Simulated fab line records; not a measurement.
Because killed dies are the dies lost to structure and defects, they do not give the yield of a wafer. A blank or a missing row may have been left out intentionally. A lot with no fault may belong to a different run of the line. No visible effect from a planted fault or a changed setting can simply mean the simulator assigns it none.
fab line records || flow n5-finfet || part 2 of 2: steps 23 to 29 of 29
record {"lots": 5, "wafers": 15, "last-day": 16}
route steps=1938 shown BEOL_M1@770
lots with no fault: from the same line, run without faults
start-h: hours from the record's opening day to when the first of the lot's shown wafers began || wait-h: hours from the lot's prior step to this one || " the same as in the row above || L1.1+2: a single row standing in for several wafers || - value missing, or start not given || * or withheld: withheld || < > ~ a bound
route shown NAME@n: names a module that has steps shown in the file, with the first one's number in the route || usual: mean/standard deviation of fault-free wafers || same: alike in all rows || chamber/n: place in a boat || sites: readings site by site || _std_site: their standard deviation || _edge_site: the outer-site mean with the inner-site mean subtracted || radius-mm: how far each site lies from the wafer's centre || mask NAME#n: copy n || behind: the most recent tool/chamber to have shaped the wafer || hold: why the lot went on hold/how many hours it stayed there/how the hold came to an end || device: names the non-switching transistor (n, p or np) || end of line: tests run on the same wafers once the route is complete || where a step has no rows: the recipe by itself || killed: not the wafer's yield, but the dies lost to structure and defects at the first sort || map: a wafer's dies, marking killed ones x, the rest . and places with no die _
set.NAME: setting as actually run; set.NAME@STEP: the setting as run at that earlier step || model.NAME: the simulator's own value behind a step, which no gauge read
a table for each step, a row for each wafer; lots at some steps of the route
services: from which hour (start-h, from the record's first day; less than 0 if before it) a tool's chamber was out of use, for how many hours, and why
## steps
# step N5_BEOL_M1_ALD_98
# recipe {"material": "SiO2", "target-thk-a": 25, "temp-c": 100, "ald-precursor-family": "BDEAS", "ald-co-reactant": "O2-plasma", "pulse-time-s": 1, "co-reactant-pulse-time-s": 1, "purge-time-s": 2, "co-reactant-purge-time-s": 2, "ald-cycles": 17, "pressure-torr": 2}
# usual {"heater-power-w": "80/6.3", "precursor-pulse-height-rel": "0.999/0.023"}
{"lot.wafer": "L077.3", "tool": "ald-sin-02", "chamber": 3, "start-h": 142.37, "wait-h": 0.1, "heater-power-w": 72, "precursor-pulse-height-rel": 0.974}
{"lot.wafer": "L077.5", "tool": "ald-sin-02", "chamber": 0, "start-h": 142.37, "wait-h": 0.1, "heater-power-w": 86, "precursor-pulse-height-rel": 1.032}
{"lot.wafer": "L077.6", "tool": "ald-sin-02", "chamber": 1, "start-h": 142.37, "wait-h": 0.1, "heater-power-w": 86, "precursor-pulse-height-rel": 1.003}
{"lot.wafer": "L078.2", "tool": "ald-sin-02", "chamber": 1, "start-h": 143.55, "wait-h": 0.1, "heater-power-w": 87, "precursor-pulse-height-rel": 0.999}
{"lot.wafer": "L078.3", "tool": "ald-sin-02", "chamber": 2, "start-h": 143.55, "wait-h": 0.1, "heater-power-w": 87, "precursor-pulse-height-rel": 0.991}
{"lot.wafer": "L078.5", "tool": "ald-sin-02", "chamber": 1, "start-h": 143.55, "wait-h": 0.1, "heater-power-w": 89, "precursor-pulse-height-rel": 1.002}
{"lot.wafer": "L080.1", "tool": "ald-sin-04", "chamber": 3, "start-h": 158.26, "wait-h": 0.1, "heater-power-w": 86, "precursor-pulse-height-rel": 0.990}
{"lot.wafer": "L080.2", "tool": "ald-sin-04", "chamber": 2, "start-h": 158.26, "wait-h": 0.1, "heater-power-w": 78, "precursor-pulse-height-rel": 1.038}
{"lot.wafer": "L080.6", "tool": "ald-sin-04", "chamber": 2, "start-h": 158.26, "wait-h": 0.1, "heater-power-w": 77, "precursor-pulse-height-rel": 1.011}
{"lot.wafer": "L090.1", "tool": "ald-sin-02", "chamber": 1, "start-h": 217.71, "wait-h": 0.1, "heater-power-w": 88, "precursor-pulse-height-rel": 0.956}
{"lot.wafer": "L090.4", "tool": "ald-sin-02", "chamber": 3, "start-h": 217.71, "wait-h": 0.1, "heater-power-w": 70, "precursor-pulse-height-rel": 0.995}
{"lot.wafer": "L090.6", "tool": "ald-sin-02", "chamber": 1, "start-h": 217.71, "wait-h": 0.1, "heater-power-w": 91, "precursor-pulse-height-rel": 0.982}
{"lot.wafer": "L091.1", "tool": "ald-sin-01", "chamber": 0, "start-h": 224.08, "wait-h": 0.1, "heater-power-w": 78, "precursor-pulse-height-rel": 0.998}
{"lot.wafer": "L091.4", "tool": "ald-sin-01", "chamber": 2, "start-h": 224.08, "wait-h": 0.1, "heater-power-w": 78, "precursor-pulse-height-rel": 1.014}
{"lot.wafer": "L091.5", "tool": "ald-sin-01", "chamber": 3, "start-h": 224.08, "wait-h": 0.1, "heater-power-w": 81, "precursor-pulse-height-rel": 0.933}
# step N5_BEOL_M1_ETCHBACK_99
# recipe {"chemistry": "CHF3", "target": "SiO2", "target-depth-a": 50, "time-s": 10.4, "source-w": 215, "bias-w": 47, "Ar_flow_sccm": 200, "CHF3_flow_sccm": 12, "ion-energy-ev": 100, "pressure-mtorr": 30}
# usual {"drypump-motor-current-A": "5.8/0.58", "oes_f_703_au": "0.79/0.091", "oes-product-au": "0.80/0.093", "rf-vpp-V": "244/4.4", "showerhead-plenum-p-Torr": "2.15/0.063", "throttle-valve-pct": "17.07/0.29"}
{"lot.wafer": "L077.3", "tool": "rie-diel-03", "chamber": 3, "start-h": 143.03, "wait-h": 0.6, "drypump-motor-current-A": 6.2, "oes_f_703_au": 0.71, "oes-product-au": 0.72, "rf-hours-counter-h": 192, "rf-vpp-V": 248, "showerhead-plenum-p-Torr": 2.24, "throttle-valve-pct": 17.13}
{"lot.wafer": "L077.5", "tool": "rie-diel-03", "chamber": 3, "start-h": 143.03, "wait-h": 0.6, "drypump-motor-current-A": 6.3, "oes_f_703_au": 0.71, "oes-product-au": 0.72, "rf-hours-counter-h": "-", "rf-vpp-V": 248, "showerhead-plenum-p-Torr": 2.24, "throttle-valve-pct": 17.14}
{"lot.wafer": "L077.6", "tool": "rie-diel-03", "chamber": 2, "start-h": 143.03, "wait-h": 0.6, "drypump-motor-current-A": 5.5, "oes_f_703_au": 0.68, "oes-product-au": 0.69, "rf-hours-counter-h": "-", "rf-vpp-V": 246, "showerhead-plenum-p-Torr": 2.05, "throttle-valve-pct": 17.31}
{"lot.wafer": "L078.2", "tool": "rie-diel-03", "chamber": 3, "start-h": 144.14, "wait-h": 0.5, "drypump-motor-current-A": 6.2, "oes_f_703_au": 0.71, "oes-product-au": 0.73, "rf-hours-counter-h": 192, "rf-vpp-V": 247, "showerhead-plenum-p-Torr": 2.24, "throttle-valve-pct": 17.14}
{"lot.wafer": "L078.3", "tool": "rie-diel-03", "chamber": 1, "start-h": 144.14, "wait-h": 0.5, "drypump-motor-current-A": 5.3, "oes_f_703_au": 0.76, "oes-product-au": 0.77, "rf-hours-counter-h": 160, "rf-vpp-V": 246, "showerhead-plenum-p-Torr": 2.17, "throttle-valve-pct": 17.01}
{"lot.wafer": "L078.5", "tool": "rie-diel-03", "chamber": 0, "start-h": 144.14, "wait-h": 0.5, "drypump-motor-current-A": 5.0, "oes_f_703_au": 0.86, "oes-product-au": 0.86, "rf-hours-counter-h": "-", "rf-vpp-V": 243, "showerhead-plenum-p-Torr": 2.18, "throttle-valve-pct": 16.56}
{"lot.wafer": "L080.1", "tool": "rie-diel-03", "chamber": 0, "start-h": 161.82, "wait-h": 3.5, "drypump-motor-current-A": 5.0, "oes_f_703_au": 0.86, "oes-product-au": 0.86, "rf-hours-counter-h": 62, "rf-vpp-V": 244, "showerhead-plenum-p-Torr": 2.17, "throttle-valve-pct": 16.57}
{"lot.wafer": "L080.2", "tool": "rie-diel-03", "chamber": 2, "start-h": 161.82, "wait-h": 3.5, "drypump-motor-current-A": 5.5, "oes_f_703_au": 0.68, "oes-product-au": 0.69, "rf-hours-counter-h": 218, "rf-vpp-V": 247, "showerhead-plenum-p-Torr": 2.05, "throttle-valve-pct": 17.33}
{"lot.wafer": "L080.6", "tool": "rie-diel-03", "chamber": 3, "start-h": 161.82, "wait-h": 3.5, "drypump-motor-current-A": 6.3, "oes_f_703_au": 0.71, "oes-product-au": 0.72, "rf-hours-counter-h": "-", "rf-vpp-V": 247, "showerhead-plenum-p-Torr": 2.24, "throttle-valve-pct": 17.13}
{"lot.wafer": "L090.1", "tool": "rie-diel-04", "chamber": 3, "start-h": 218.37, "wait-h": 0.6, "drypump-motor-current-A": 6.6, "oes_f_703_au": 0.71, "oes-product-au": 0.71, "rf-hours-counter-h": 200, "rf-vpp-V": 246, "showerhead-plenum-p-Torr": 2.04, "throttle-valve-pct": 17.37}
{"lot.wafer": "L090.4", "tool": "rie-diel-04", "chamber": 0, "start-h": 218.37, "wait-h": 0.6, "drypump-motor-current-A": 5.7, "oes_f_703_au": 0.98, "oes-product-au": 0.97, "rf-hours-counter-h": 0, "rf-vpp-V": 241, "showerhead-plenum-p-Torr": 2.20, "throttle-valve-pct": 17.21}
{"lot.wafer": "L090.6", "tool": "rie-diel-04", "chamber": 2, "start-h": 218.37, "wait-h": 0.6, "drypump-motor-current-A": 5.7, "oes_f_703_au": 0.81, "oes-product-au": 0.86, "rf-hours-counter-h": "-", "rf-vpp-V": 253, "showerhead-plenum-p-Torr": 2.22, "throttle-valve-pct": 17.20}
{"lot.wafer": "L091.1", "tool": "rie-diel-01", "chamber": 0, "start-h": 224.86, "wait-h": 0.7, "drypump-motor-current-A": 4.8, "oes_f_703_au": 0.85, "oes-product-au": 0.87, "rf-hours-counter-h": 58, "rf-vpp-V": 238, "showerhead-plenum-p-Torr": 2.18, "throttle-valve-pct": 16.88}
{"lot.wafer": "L091.4", "tool": "rie-diel-01", "chamber": 3, "start-h": 224.86, "wait-h": 0.7, "drypump-motor-current-A": 6.4, "oes_f_703_au": 0.82, "oes-product-au": 0.86, "rf-hours-counter-h": 70, "rf-vpp-V": 245, "showerhead-plenum-p-Torr": 2.11, "throttle-valve-pct": 17.02}
{"lot.wafer": "L091.5", "tool": "rie-diel-01", "chamber": 3, "start-h": 224.86, "wait-h": 0.7, "drypump-motor-current-A": 6.4, "oes_f_703_au": 0.82, "oes-product-au": 0.86, "rf-hours-counter-h": "-", "rf-vpp-V": 245, "showerhead-plenum-p-Torr": 2.11, "throttle-valve-pct": 17.01}
# step N5_BEOL_M1_ETCH_70
# recipe {"chemistry": "N2/H2", "target": "SOC", "target-depth-a": 800, "overetch-a": 160, "mask-material": "SiARC", "temp-c": 40, "time-s": 120, "ion-energy-ev": 200, "pressure-mtorr": 30, "source-w": 840, "bias-w": 150, "n2-flow-sccm": 200, "h2-flow-sccm": 200}
# usual {"drypump-motor-current-A": "5.8/0.58", "h2-flow-sccm": "200.1/0.52", "n2-flow-sccm": "200.0/0.65", "oes-product-au": "0.61/0.066", "rf-vpp-V": "523.5/2.1", "showerhead-plenum-p-Torr": "2.53/0.072", "throttle-valve-pct": "17.78/0.28"}
{"lot.wafer": "L077.3", "tool": "rie-diel-03", "chamber": 3, "start-h": 143.07, "wait-h": 0.0, "drypump-motor-current-A": 6.2, "h2-flow-sccm": 199.2, "n2-flow-sccm": 198.9, "oes-product-au": 0.56, "rf-hours-counter-h": 192, "rf-vpp-V": 527.7, "showerhead-plenum-p-Torr": 2.62, "throttle-valve-pct": 17.66}
{"lot.wafer": "L077.5", "tool": "rie-diel-03", "chamber": 3, "start-h": 143.07, "wait-h": 0.0, "drypump-motor-current-A": 6.3, "h2-flow-sccm": 200.3, "n2-flow-sccm": 199.4, "oes-product-au": 0.56, "rf-hours-counter-h": "-", "rf-vpp-V": 528.1, "showerhead-plenum-p-Torr": 2.62, "throttle-valve-pct": 17.66}
{"lot.wafer": "L077.6", "tool": "rie-diel-03", "chamber": 2, "start-h": 143.07, "wait-h": 0.0, "drypump-motor-current-A": 5.5, "h2-flow-sccm": 200.2, "n2-flow-sccm": 199.3, "oes-product-au": 0.54, "rf-hours-counter-h": "-", "rf-vpp-V": 521.2, "showerhead-plenum-p-Torr": 2.40, "throttle-valve-pct": 17.96}
{"lot.wafer": "L078.2", "tool": "rie-diel-03", "chamber": 3, "start-h": 144.17, "wait-h": 0.0, "drypump-motor-current-A": 6.2, "h2-flow-sccm": 201.0, "n2-flow-sccm": 200.1, "oes-product-au": 0.56, "rf-hours-counter-h": 192, "rf-vpp-V": 528.1, "showerhead-plenum-p-Torr": 2.62, "throttle-valve-pct": 17.66}
{"lot.wafer": "L078.3", "tool": "rie-diel-03", "chamber": 1, "start-h": 144.17, "wait-h": 0.0, "drypump-motor-current-A": 5.3, "h2-flow-sccm": 199.8, "n2-flow-sccm": 199.5, "oes-product-au": 0.58, "rf-hours-counter-h": 160, "rf-vpp-V": 524.0, "showerhead-plenum-p-Torr": 2.54, "throttle-valve-pct": 17.68}
{"lot.wafer": "L078.5", "tool": "rie-diel-03", "chamber": 0, "start-h": 144.17, "wait-h": 0.0, "drypump-motor-current-A": 5.1, "h2-flow-sccm": 200.3, "n2-flow-sccm": 200.7, "oes-product-au": 0.66, "rf-hours-counter-h": "-", "rf-vpp-V": 525.3, "showerhead-plenum-p-Torr": 2.58, "throttle-valve-pct": 17.34}
{"lot.wafer": "L080.1", "tool": "rie-diel-03", "chamber": 0, "start-h": 161.85, "wait-h": 0.0, "drypump-motor-current-A": 5.0, "h2-flow-sccm": 199.3, "n2-flow-sccm": 199.7, "oes-product-au": 0.66, "rf-hours-counter-h": 62, "rf-vpp-V": 524.7, "showerhead-plenum-p-Torr": 2.58, "throttle-valve-pct": 17.35}
{"lot.wafer": "L080.2", "tool": "rie-diel-03", "chamber": 2, "start-h": 161.85, "wait-h": 0.0, "drypump-motor-current-A": 5.5, "h2-flow-sccm": 199.7, "n2-flow-sccm": 200.1, "oes-product-au": 0.54, "rf-hours-counter-h": 218, "rf-vpp-V": 520.8, "showerhead-plenum-p-Torr": 2.40, "throttle-valve-pct": 17.96}
{"lot.wafer": "L080.6", "tool": "rie-diel-03", "chamber": 3, "start-h": 161.85, "wait-h": 0.0, "drypump-motor-current-A": 6.2, "h2-flow-sccm": 200.5, "n2-flow-sccm": 199.5, "oes-product-au": 0.56, "rf-hours-counter-h": "-", "rf-vpp-V": 526.9, "showerhead-plenum-p-Torr": 2.62, "throttle-valve-pct": 17.66}
{"lot.wafer": "L090.1", "tool": "rie-diel-04", "chamber": 3, "start-h": 218.40, "wait-h": 0.0, "drypump-motor-current-A": 6.6, "h2-flow-sccm": 200.8, "n2-flow-sccm": 200.8, "oes-product-au": 0.55, "rf-hours-counter-h": 200, "rf-vpp-V": 520.4, "showerhead-plenum-p-Torr": 2.43, "throttle-valve-pct": 18.14}
{"lot.wafer": "L090.4", "tool": "rie-diel-04", "chamber": 0, "start-h": 218.40, "wait-h": 0.0, "drypump-motor-current-A": 5.7, "h2-flow-sccm": 200.2, "n2-flow-sccm": 200.1, "oes-product-au": 0.75, "rf-hours-counter-h": 0, "rf-vpp-V": 525.1, "showerhead-plenum-p-Torr": 2.62, "throttle-valve-pct": 18.00}
{"lot.wafer": "L090.6", "tool": "rie-diel-04", "chamber": 2, "start-h": 218.40, "wait-h": 0.0, "drypump-motor-current-A": 5.7, "h2-flow-sccm": 200.0, "n2-flow-sccm": 199.8, "oes-product-au": 0.66, "rf-hours-counter-h": "-", "rf-vpp-V": 526.7, "showerhead-plenum-p-Torr": 2.61, "throttle-valve-pct": 18.04}
{"lot.wafer": "L091.1", "tool": "rie-diel-01", "chamber": 0, "start-h": 224.90, "wait-h": 0.0, "drypump-motor-current-A": 4.8, "h2-flow-sccm": 199.1, "n2-flow-sccm": 199.4, "oes-product-au": 0.66, "rf-hours-counter-h": 58, "rf-vpp-V": 524.6, "showerhead-plenum-p-Torr": 2.57, "throttle-valve-pct": 17.56}
{"lot.wafer": "L091.4", "tool": "rie-diel-01", "chamber": 3, "start-h": 224.90, "wait-h": 0.0, "drypump-motor-current-A": 6.4, "h2-flow-sccm": 200.9, "n2-flow-sccm": 201.0, "oes-product-au": 0.66, "rf-hours-counter-h": 70, "rf-vpp-V": 521.6, "showerhead-plenum-p-Torr": 2.48, "throttle-valve-pct": 17.66}
{"lot.wafer": "L091.5", "tool": "rie-diel-01", "chamber": 3, "start-h": 224.90, "wait-h": 0.0, "drypump-motor-current-A": 6.4, "h2-flow-sccm": 200.5, "n2-flow-sccm": 202.3, "oes-product-au": 0.66, "rf-hours-counter-h": "-", "rf-vpp-V": 520.5, "showerhead-plenum-p-Torr": 2.48, "throttle-valve-pct": 17.67}
# step N5_BEOL_M1_STRIP_71
# recipe {"chemistry": "N2/H2", "temp-c": 40, "n2-flow-sccm": 200, "h2-flow-sccm": 200, "rf-frequency-hz": 6e+07}
{"lot.wafer": "L077.3+5+6", "tool": "rie-diel-03", "chamber": "3,3,2", "start-h": 143.15, "wait-h": 0.0}
{"lot.wafer": "L078.2+3+5", "tool": "rie-diel-03", "chamber": "3,1,0", "start-h": 144.25, "wait-h": 0.0}
{"lot.wafer": "L080.1+2+6", "tool": "rie-diel-03", "chamber": "0,2,3", "start-h": 161.93, "wait-h": 0.0}
{"lot.wafer": "L090.1+4+6", "tool": "rie-diel-04", "chamber": "3,0,2", "start-h": 218.49, "wait-h": 0.0}
{"lot.wafer": "L091.1+4+5", "tool": "rie-diel-01", "chamber": "0,3,3", "start-h": 224.98, "wait-h": 0.0}
# step N5_BEOL_M1_STRIP_78
# recipe {"chemistry": "N2/H2", "temp-c": 40, "n2-flow-sccm": 200, "h2-flow-sccm": 200, "rf-frequency-hz": 6e+07}
{"lot.wafer": "L077.3+5+6", "tool": "rie-diel-03", "chamber": "3,3,2", "start-h": 143.16, "wait-h": 0.0}
{"lot.wafer": "L078.2+3+5", "tool": "rie-diel-03", "chamber": "3,1,0", "start-h": 144.26, "wait-h": 0.0}
{"lot.wafer": "L080.1+2+6", "tool": "rie-diel-03", "chamber": "0,2,3", "start-h": 161.94, "wait-h": 0.0}
{"lot.wafer": "L090.1+4+6", "tool": "rie-diel-04", "chamber": "3,0,2", "start-h": 218.50, "wait-h": 0.0}
{"lot.wafer": "L091.1+4+5", "tool": "rie-diel-01", "chamber": "0,3,3", "start-h": 224.99, "wait-h": 0.0}
# step N5_BEOL_M1_VIA_ETCH_34
# recipe {"chemistry": "C4F6/O2", "target-depth-a": 678, "mask-material": "SOC", "pressure-mtorr": 15, "ion-energy-ev": 250, "taper-deg": 4, "time-s": 64.4, "source-w": 350, "bias-w": 170, "Ar_flow_sccm": 300, "C4F6_flow_sccm": 10, "O2_flow_sccm": 10}
# usual {"drypump-motor-current-A": "5.8/0.58", "oes_f_703_au": "0.78/0.088", "oes_o_777_au": "0.78/0.085", "oes-product-au": "0.80/0.093", "rf-vpp-V": "674/12", "showerhead-plenum-p-Torr": "2.84/0.08", "throttle-valve-pct": "30.8/0.39"}
{"lot.wafer": "L077.3", "tool": "rie-diel-03", "chamber": 3, "start-h": 143.17, "wait-h": 0.0, "drypump-motor-current-A": 6.2, "oes_f_703_au": 0.71, "oes_o_777_au": 0.71, "oes-product-au": 0.73, "rf-hours-counter-h": 192, "rf-vpp-V": 686, "showerhead-plenum-p-Torr": 2.96, "throttle-valve-pct": 30.7}
{"lot.wafer": "L077.5", "tool": "rie-diel-03", "chamber": 3, "start-h": 143.17, "wait-h": 0.0, "drypump-motor-current-A": 6.2, "oes_f_703_au": 0.71, "oes_o_777_au": 0.71, "oes-product-au": 0.72, "rf-hours-counter-h": "-", "rf-vpp-V": 685, "showerhead-plenum-p-Torr": 2.96, "throttle-valve-pct": 30.7}
{"lot.wafer": "L077.6", "tool": "rie-diel-03", "chamber": 2, "start-h": 143.17, "wait-h": 0.0, "drypump-motor-current-A": 5.5, "oes_f_703_au": 0.69, "oes_o_777_au": 0.69, "oes-product-au": 0.70, "rf-hours-counter-h": "-", "rf-vpp-V": 682, "showerhead-plenum-p-Torr": 2.72, "throttle-valve-pct": 31.2}
{"lot.wafer": "L078.2", "tool": "rie-diel-03", "chamber": 3, "start-h": 144.27, "wait-h": 0.0, "drypump-motor-current-A": 6.2, "oes_f_703_au": 0.71, "oes_o_777_au": 0.71, "oes-product-au": 0.72, "rf-hours-counter-h": 192, "rf-vpp-V": 686, "showerhead-plenum-p-Torr": 2.96, "throttle-valve-pct": 30.7}
{"lot.wafer": "L078.3", "tool": "rie-diel-03", "chamber": 1, "start-h": 144.27, "wait-h": 0.0, "drypump-motor-current-A": 5.3, "oes_f_703_au": 0.75, "oes_o_777_au": 0.75, "oes-product-au": 0.77, "rf-hours-counter-h": 160, "rf-vpp-V": 678, "showerhead-plenum-p-Torr": 2.86, "throttle-valve-pct": 30.8}
{"lot.wafer": "L078.5", "tool": "rie-diel-03", "chamber": 0, "start-h": 144.27, "wait-h": 0.0, "drypump-motor-current-A": 5.1, "oes_f_703_au": 0.86, "oes_o_777_au": 0.85, "oes-product-au": 0.87, "rf-hours-counter-h": "-", "rf-vpp-V": 672, "showerhead-plenum-p-Torr": 2.87, "throttle-valve-pct": 30.3}
{"lot.wafer": "L080.1", "tool": "rie-diel-03", "chamber": 0, "start-h": 161.95, "wait-h": 0.0, "drypump-motor-current-A": 5.0, "oes_f_703_au": 0.85, "oes_o_777_au": 0.85, "oes-product-au": 0.86, "rf-hours-counter-h": 62, "rf-vpp-V": 671, "showerhead-plenum-p-Torr": 2.87, "throttle-valve-pct": 30.3}
{"lot.wafer": "L080.2", "tool": "rie-diel-03", "chamber": 2, "start-h": 161.95, "wait-h": 0.0, "drypump-motor-current-A": 5.5, "oes_f_703_au": 0.68, "oes_o_777_au": 0.68, "oes-product-au": 0.68, "rf-hours-counter-h": 218, "rf-vpp-V": 681, "showerhead-plenum-p-Torr": 2.72, "throttle-valve-pct": 31.2}
{"lot.wafer": "L080.6", "tool": "rie-diel-03", "chamber": 3, "start-h": 161.95, "wait-h": 0.0, "drypump-motor-current-A": 6.2, "oes_f_703_au": 0.70, "oes_o_777_au": 0.71, "oes-product-au": 0.71, "rf-hours-counter-h": "-", "rf-vpp-V": 687, "showerhead-plenum-p-Torr": 2.96, "throttle-valve-pct": 30.7}
{"lot.wafer": "L090.1", "tool": "rie-diel-04", "chamber": 3, "start-h": 218.51, "wait-h": 0.0, "drypump-motor-current-A": 6.6, "oes_f_703_au": 0.72, "oes_o_777_au": 0.72, "oes-product-au": 0.72, "rf-hours-counter-h": 200, "rf-vpp-V": 677, "showerhead-plenum-p-Torr": 2.71, "throttle-valve-pct": 31.0}
{"lot.wafer": "L090.4", "tool": "rie-diel-04", "chamber": 0, "start-h": 218.51, "wait-h": 0.0, "drypump-motor-current-A": 5.7, "oes_f_703_au": 0.98, "oes_o_777_au": 0.97, "oes-product-au": 0.98, "rf-hours-counter-h": 1, "rf-vpp-V": 664, "showerhead-plenum-p-Torr": 2.91, "throttle-valve-pct": 31.0}
{"lot.wafer": "L090.6", "tool": "rie-diel-04", "chamber": 2, "start-h": 218.51, "wait-h": 0.0, "drypump-motor-current-A": 5.7, "oes_f_703_au": 0.82, "oes_o_777_au": 0.82, "oes-product-au": 0.86, "rf-hours-counter-h": "-", "rf-vpp-V": 699, "showerhead-plenum-p-Torr": 2.93, "throttle-valve-pct": 31.3}
{"lot.wafer": "L091.1", "tool": "rie-diel-01", "chamber": 0, "start-h": 225.00, "wait-h": 0.0, "drypump-motor-current-A": 4.7, "oes_f_703_au": 0.85, "oes_o_777_au": 0.85, "oes-product-au": 0.87, "rf-hours-counter-h": 58, "rf-vpp-V": 656, "showerhead-plenum-p-Torr": 2.88, "throttle-valve-pct": 30.6}
{"lot.wafer": "L091.4", "tool": "rie-diel-01", "chamber": 3, "start-h": 225.00, "wait-h": 0.0, "drypump-motor-current-A": 6.4, "oes_f_703_au": 0.82, "oes_o_777_au": 0.82, "oes-product-au": 0.85, "rf-hours-counter-h": 70, "rf-vpp-V": 673, "showerhead-plenum-p-Torr": 2.79, "throttle-valve-pct": 30.9}
{"lot.wafer": "L091.5", "tool": "rie-diel-01", "chamber": 3, "start-h": 225.00, "wait-h": 0.0, "drypump-motor-current-A": 6.4, "oes_f_703_au": 0.82, "oes_o_777_au": 0.82, "oes-product-au": 0.85, "rf-hours-counter-h": "-", "rf-vpp-V": 673, "showerhead-plenum-p-Torr": 2.79, "throttle-valve-pct": 30.9}
# step N5_BEOL_M1_STRIP_83
# recipe {"chemistry": "C4F6/O2", "resist": "SiARC", "rf-frequency-hz": 6e+07}
{"lot.wafer": "L077.3+5+6", "tool": "rie-diel-03", "chamber": "3,3,2", "start-h": 143.22, "wait-h": 0.0}
{"lot.wafer": "L078.2+3+5", "tool": "rie-diel-03", "chamber": "3,1,0", "start-h": 144.32, "wait-h": 0.0}
{"lot.wafer": "L080.1+2+6", "tool": "rie-diel-03", "chamber": "0,2,3", "start-h": 162.00, "wait-h": 0.0}
{"lot.wafer": "L090.1+4+6", "tool": "rie-diel-04", "chamber": "3,0,2", "start-h": 218.56, "wait-h": 0.0}
{"lot.wafer": "L091.1+4+5", "tool": "rie-diel-01", "chamber": "0,3,3", "start-h": 225.05, "wait-h": 0.0}
## services
{"tool": "euv-scanner-02", "chamber": "-", "start-h": 117.77, "hours": 1.0, "kind": "pm"}
{"tool": "rie-diel-04", "chamber": 1, "start-h": 129.49, "hours": 9.0, "kind": "repair"}
{"tool": "rie-diel-04", "chamber": 0, "start-h": 130.52, "hours": 10.4, "kind": "repair"}
{"tool": "rie-diel-04", "chamber": 1, "start-h": 139.52, "hours": 4.0, "kind": "repair"}
{"tool": "rie-metal-03", "chamber": 1, "start-h": 155.59, "hours": 6.4, "kind": "repair"}
{"tool": "euv-scanner-02", "chamber": 0, "start-h": 159.51, "hours": "-", "kind": "calibration"}
{"tool": "euv-scanner-01", "chamber": "-", "start-h": 160.54, "hours": 1.0, "kind": "pm"}
{"tool": "rie-metal-03", "chamber": "-", "start-h": 162.97, "hours": 8.4, "kind": "repair"}
{"tool": "litho-track-04", "chamber": "-", "start-h": 170.56, "hours": "-", "kind": "consumable-replace:filter"}
{"tool": "euv-scanner-02", "chamber": "-", "start-h": 173.92, "hours": 1.0, "kind": "pm"}
{"tool": "rie-metal-02", "chamber": 1, "start-h": 183.12, "hours": 1.1, "kind": "repair"}
{"tool": "litho-track-02", "chamber": "-", "start-h": 183.47, "hours": "-", "kind": "consumable-replace:filter"}
{"tool": "rie-metal-02", "chamber": "-", "start-h": 191.37, "hours": 2.8, "kind": "pm"}
{"tool": "euv-scanner-01", "chamber": "-", "start-h": 193.78, "hours": 12.0, "kind": "pm"}
{"tool": "rie-diel-04", "chamber": 0, "start-h": 197.34, "hours": "-", "kind": "clean"}
{"tool": "rie-diel-04", "chamber": 0, "start-h": 197.34, "hours": "-", "kind": "consumable-replace:focus-ring"}
{"tool": "rie-diel-04", "chamber": 0, "start-h": 197.34, "hours": 18.8, "kind": "scheduled-down"}
{"tool": "rie-diel-04", "chamber": 0, "start-h": 197.34, "hours": 18.8, "kind": "vent-cycle"}
{"tool": "rie-metal-01", "chamber": "-", "start-h": 197.46, "hours": 0.1, "kind": "repair"}
{"tool": "euv-scanner-02", "chamber": "-", "start-h": 205.78, "hours": 4.6, "kind": "pm"}
{"tool": "ald-sin-01", "chamber": 3, "start-h": 214.81, "hours": 5.2, "kind": "repair"}
{"tool": "euv-scanner-01", "chamber": "-", "start-h": 216.69, "hours": 1.0, "kind": "pm"}
{"tool": "rie-diel-04", "chamber": 1, "start-h": 221.30, "hours": 13.8, "kind": "repair"}
